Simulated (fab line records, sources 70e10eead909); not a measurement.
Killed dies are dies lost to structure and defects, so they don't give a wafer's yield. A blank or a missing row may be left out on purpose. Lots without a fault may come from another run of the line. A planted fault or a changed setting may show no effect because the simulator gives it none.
Which tool did it? | flow nand_harc | 12 lots, 36 wafers sampled, at 4 steps of a route of 1302

WHAT THE GAUGES READ, wafer by wafer
NHARC_A_BONDPAD_THK_MEAS_30: measures by ellipsometry.
lot  | measured     | on            | thk_nm (nm)
L075 | day 23 15:42 | film_metro-02 | 200.1 199.2 199.5
L076 | day 24 05:20 | film_metro-01 | 199.8 200.9 198.9
L079 | day 25 20:54 | film_metro-01 | 199.0 202.7 199.6
L081 | day 26 04:55 | film_metro-01 | 201.6 202.3 202.0
L083 | day 27 02:19 | film_metro-01 | 199.2 197.7 200.3
L087 | day 28 03:51 | film_metro-01 | 202.0 203.0 199.8
L086 | day 28 12:02 | film_metro-02 | 201.3 199.9 200.6
L089 | day 29 08:31 | film_metro-02 | 197.4 200.3 201.2
L092 | day 30 07:26 | film_metro-02 | 201.5 205.3 203.9
L093 | day 31 12:35 | film_metro-01 | 200.9 201.0 200.4
L094 | day 31 19:14 | film_metro-02 | 198.5 200.3 198.4
L097 | day 32 07:39 | film_metro-02 | 198.5 198.8 198.8

WHICH TOOL RAN EACH LOT (tool, then ch and the chambers of the sampled wafers, then the start)
lot  | NHARC_A_M1_ETCH_28                            | NHARC_A_M1_PRE_CLEAN_32         | NHARC_A_BONDPAD_CMP_29
L075 | rie_diel-12 ch 1,2,3, day 23 14:23 or earlier | pecvd-02 ch 0,1, day 23 14:23   | cmp-02 ch 0,3, day 23 15:27
L076 | rie_diel-04 ch 1,2,3, day 24 04:03 or earlier | pecvd-02 ch 0,1,2, day 24 04:03 | cmp-04 ch 0,1,2, day 24 05:05
L079 | rie_diel-04 ch 0,2,3, day 25 19:38 or earlier | pecvd-03 ch 0,1,2, day 25 19:38 | cmp-02 ch 2,3, day 25 20:41
L081 | rie_diel-02 ch 0,1, day 26 03:37 or earlier   | pecvd-03 ch 1,2, day 26 03:37   | cmp-02 ch 0,1,2, day 26 04:41
L083 | rie_diel-04 ch 0,1,2, day 27 01:01 or earlier | pecvd-02 ch 0,2, day 27 01:01   | cmp-03 ch 0,2,3, day 27 02:04
L087 | rie_diel-04 ch 2,3, day 28 02:34 or earlier   | pecvd-03 ch 0,1,2, day 28 02:34 | cmp-03 ch 0,1, day 28 03:38
L086 | rie_diel-04 ch 2,3, day 28 10:44 or earlier   | pecvd-01 ch 0,2, day 28 10:44   | cmp-03 ch 1,2,3, day 28 11:50
L089 | rie_diel-12 ch 1,3, day 29 07:15 or earlier   | pecvd-02 ch 0,1, day 29 07:15   | cmp-02 ch 0,1,2, day 29 08:17
L092 | rie_diel-02 ch 0,1,3, day 30 06:10 or earlier | pecvd-01 ch 0,1, day 30 06:10   | cmp-02 ch 1,2, day 30 07:11
L093 | rie_diel-04 ch 2,3, day 31 11:21 or earlier   | pecvd-02 ch 0,1,2, day 31 11:21 | cmp-04 ch 1,2,3, day 31 12:25
L094 | rie_diel-02 ch 0,3, day 31 17:56 or earlier   | pecvd-02 ch 0,1,2, day 31 17:56 | cmp-03 ch 0,3, day 31 19:00
L097 | rie_diel-12 ch 2,3, day 32 06:20 or earlier   | pecvd-01 ch 0,2, day 32 06:20   | cmp-02 ch 0,3, day 32 07:24
- NHARC_A_M1_ETCH_28: etches the open film in CF4/N2, target depth 30 nm, time 72.99 s.
- NHARC_A_M1_PRE_CLEAN_32: time 12 s.
- NHARC_A_BONDPAD_CMP_29: polishes SiCN, target thk 200 nm.

THE ANSWER, worked out from the rows above alone
Rule: what is usual is taken from the lots themselves. Put in order of their means at a reading, lots are off if they are a third of the lots or fewer, leave a main group of 4 or more, and stand apart from it by a gap of 3 or more times the standard deviation of the main group's means; of several such gaps the widest counts. A main group whose means are all the same, to the digits that the tables above print for the reading, isn't used. A lot without any number at a reading at which 4 lots or more have one is off too. The other lots that the step has rows for count as sound.
No lot is off at any reading shown: from this, nothing can be told.

WHAT THE SIMULATOR HAD PUT IN
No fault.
